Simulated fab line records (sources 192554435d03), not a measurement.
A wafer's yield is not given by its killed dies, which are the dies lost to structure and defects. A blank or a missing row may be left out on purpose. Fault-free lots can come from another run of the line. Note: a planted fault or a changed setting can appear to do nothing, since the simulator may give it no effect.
Problem report in the 8D (eight disciplines) form, filled by code -- flow n5-finfet -- the parts of the form that need people (team, actions taken, sign-off) are left out

1. WHAT WENT WRONG
RS_SD_N at N5_SD_ACTIVATION_RS_MEAS_03 reads a mean of 23.66 ohm/sq on 1 wafer of 1 lot; wafers without a fault read 21.95 ohm/sq with a standard deviation of 0.28. That is +6.1 standard deviations from the usual mean.
The step: measures by four-point-probe.
Seen first at day 5 10:38 on film-metro-02, wafer L296.4. Wafers with a number at this step in the record: 24, from 8 lots. Rule for "out" (also "out of limits"): further than 4 standard deviations from the usual mean. The rest of the wafers with a number are treated as sound.

2. WHAT IT IS, AND WHAT IT ISN'T
question,is,is not
which readings at this step,RS_SD_N,RS_SD_P
which lots,L296,"L288, L293, L294, L306, L307, L310, L311"
which wafers of those lots,L296.4,"L296.1, L296.2"
read on which gauges,film-metro-02,film-metro-01
when,from day 5 10:38,"up to then (11 sound wafers); but 12 sound wafers of L306, L307, L310, L311 came after"

3. THE SUSPECTS, EACH WITH WHAT RULES IT OUT
Counting: any tool at a process step up to the reading remains a suspect provided it ran every lot that is out. Sound lots after the first of them don't rule it out here, since some wafers of a struck lot are sound.
- the gauge at N5_SD_ACTIVATION_RS_MEAS_03 is ruled out. All the wafers that are out were read on film-metro-02, but those of them that N5_BEOL_M4_RC_MEAS_101 has rows for are out there too, on other tools.
- rie-diel-02 at N5_SD_EPI_N_DESCUM_14 (chemistry O2, time 7.9 s): kept. It ran the lot that is out, L296 (day 5 00:05); its last sound lot up to then is L294 (day 4 15:47).
- rie-diel-02 at N5_SD_EPI_N_ETCH_35 (etches SOC in N2/H2, overetch 108 nm, time 486 s): kept. It ran the lot that is out, L296 (day 5 00:11); its last sound lot up to then is L294 (day 4 15:53).
- epi-rpcvd-01 at N5_SD_EPI_N_EPI_21 (deposits Si:P, time 690 s): kept. It ran the lot that is out, L296 (day 5 02:11); its last sound lot up to then is L294 (day 4 17:41).
- At N5_SD_EPI_N_DESCUM_14, inside rie-diel-02: chamber 2 took the wafers that are out, while their sound lot-mates went through chambers 0, 1.
- At N5_SD_EPI_N_ETCH_35, inside rie-diel-02: chamber 2 took the wafers that are out, while their sound lot-mates went through chambers 0, 1.
The count leaves rie-diel-02 at N5_SD_EPI_N_DESCUM_14, rie-diel-02 at N5_SD_EPI_N_ETCH_35, and epi-rpcvd-01 at N5_SD_EPI_N_EPI_21.

4. THE CAUSE (what the simulator had put in)
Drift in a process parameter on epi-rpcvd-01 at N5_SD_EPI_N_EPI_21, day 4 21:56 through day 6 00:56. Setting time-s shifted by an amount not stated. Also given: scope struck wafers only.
After counting, 3 suspects remain, this tool included.

5. SEQUENCE OF EFFECTS, ordered by route
One row per reading whose mean, taken over the struck wafers that have a number, lies over 3 standard deviations from the usual. Scope: only readings with a usual standard deviation given in the record; hours: median across lots of the time from each lot's start at the first step in this table that gives one to its start at this step; sigmas: change in usual standard deviations.
hours,step,reading,usual,on struck wafers,change,sigmas
0,N5_SD_EPI_N_EPI_MEAS_23,thk-nm,58.9 nm,54.3,-4.6,-3.5
5,N5_SD_ACTIVATION_RS_MEAS_03,RS_SD_N,21.95 ohm/sq,23.66,+1.71,+6.1
111,N5_BEOL_M4_RC_MEAS_101,ION_P,464 uA/um,437,-27,-3.0
111,N5_BEOL_M4_RC_MEAS_101,RS_SD_N,28.4 ohm/sq,30.7,+2.3,+6.6

6. HOW IT WOULD HAVE BEEN CAUGHT EARLIER
The first out-of-limits reading at a measuring or inspecting step in this record came at day 5 10:38, 13 hours after the fault's start at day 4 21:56.
Each of the lots that are out, 1 in all, had begun N5_SD_EPI_N_EPI_21 on epi-rpcvd-01 no later than day 5 10:38. None of them would have been spared by holding the tool at that moment.
